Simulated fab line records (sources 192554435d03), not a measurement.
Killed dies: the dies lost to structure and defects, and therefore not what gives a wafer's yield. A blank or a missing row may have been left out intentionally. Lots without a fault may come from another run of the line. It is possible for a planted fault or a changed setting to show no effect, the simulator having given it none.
Problem report, 8D (eight disciplines) form, completed by code    flow n5 finfet    the parts of the form that need people (team, actions taken, sign-off) are left out

## 1. THE ISSUE
IOFF_N_LONG at N5_BEOL_M4_RC_MEAS_101 reads a mean of 7.02e-05 nA/um on 2 wafers of 1 lot; wafers without a fault read 5.47e-05 nA/um with a standard deviation of 2.9e-06. That puts it +5.3 standard deviations away from the usual mean.
Earliest sighting: wafer L503.5 on prober-02 at day 10 13:35. The record holds 9 wafers of 3 lots with a number at this step. Rule for "out" (also "out of limits"): further than 4 standard deviations from the usual mean. The other wafers with a number count as sound.

## 2. WHAT IT IS, AND WHAT IT ISN'T
question                     is                            is not
which readings at this step  IOFF_N_LONG, VT_N, VT_N_LONG  DIBL_N, DIBL_P, IOFF_P, ION_P, SS_N, SS_P, VT_P
which lots                   L503                          L496, L509
which wafers of those lots   L503.5, L503.6                L503.3
read on which gauges         prober-02                     prober-01
when                         from day 10 13:35             up to then (4 sound wafers); but 3 sound wafers of L509 came after

## 3. THE SUSPECTS, EACH WITH WHAT RULES IT OUT
Counting: any tool at a process step up to the reading remains a suspect provided it ran every lot that is out. Sound lots after the first of them don't rule it out here, since some wafers of a struck lot are sound.
- ruled out: the gauge at N5_BEOL_M4_RC_MEAS_101. All the wafers that are out were read on prober-02, but those of them that N5_PASSIVATION_PROBE_49 has rows for are out there too, on other tools.
- ald metal-03 at N5_HKMG_FIN_ALD_91 (deposits TiN, target thk 1 nm, pulse time 1 s, purge time 3 s): kept. It processed L503, the lot that is out, at day 7 05:49, and its most recent sound lot before then was L496 at day 5 10:11.
The count leaves ald metal-03 at N5_HKMG_FIN_ALD_91.

## 4. THE CAUSE (what the simulator had put in)
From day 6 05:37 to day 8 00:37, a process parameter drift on ald metal-03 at N5_HKMG_FIN_ALD_91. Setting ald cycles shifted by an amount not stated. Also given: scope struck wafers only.
After counting, this tool was the only one left.

## 5. THE EFFECT CHAIN, in route order
Rows list readings where the struck wafers' mean (over those with a number) sits beyond 3 standard deviations from the usual. Only readings whose record carries a usual standard deviation are examined. hours: median over the lots of the time between each lot's start at the first step of this table that gives one and its start at this step. sigmas: the change, counted in usual standard deviations.
hours  step                     reading              usual           on struck wafers  change     sigmas
0      N5_BEOL_M4_RC_MEAS_101   IOFF_N_LIN           0.073 nA/um     0.109             +0.036     +3.0
0      N5_BEOL_M4_RC_MEAS_101   IOFF_N_LONG          5.47e-05 nA/um  7.02e-05          +1.55e-05  +5.3
0      N5_BEOL_M4_RC_MEAS_101   VT_N                 251 mV          238               -13        -4.1
0      N5_BEOL_M4_RC_MEAS_101   VT_N_LONG            275.2 mV        264.6             -10.6      -5.0
0      N5_BEOL_M4_RC_MEAS_101   VT_N_LVT             99 mV           86                -13        -3.7
98     N5_PASSIVATION_PROBE_49  killed at front end  41              81                +40        +3.6
98     N5_PASSIVATION_PROBE_49  killed on rim        13              34                +22        +4.9
It contains these process steps:
- N5_PASSIVATION_PROBE_49

## 6. WHAT WOULD HAVE CAUGHT IT SOONER
Counted from the fault's start at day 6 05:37, it took 104 hours until the first out-of-limits reading at a measuring or inspecting step in this record, taken at day 10 13:35.
Tool readings at N5_HKMG_FIN_ALD_91 with a usual standard deviation given in the record: none out on any struck wafer, hence no alarm at a limit of 4 standard deviations on them.
Each of the lots that are out, 1 in all, had begun N5_HKMG_FIN_ALD_91 on ald metal-03 no later than day 10 13:35. A hold on the tool at that time would have spared none of them.
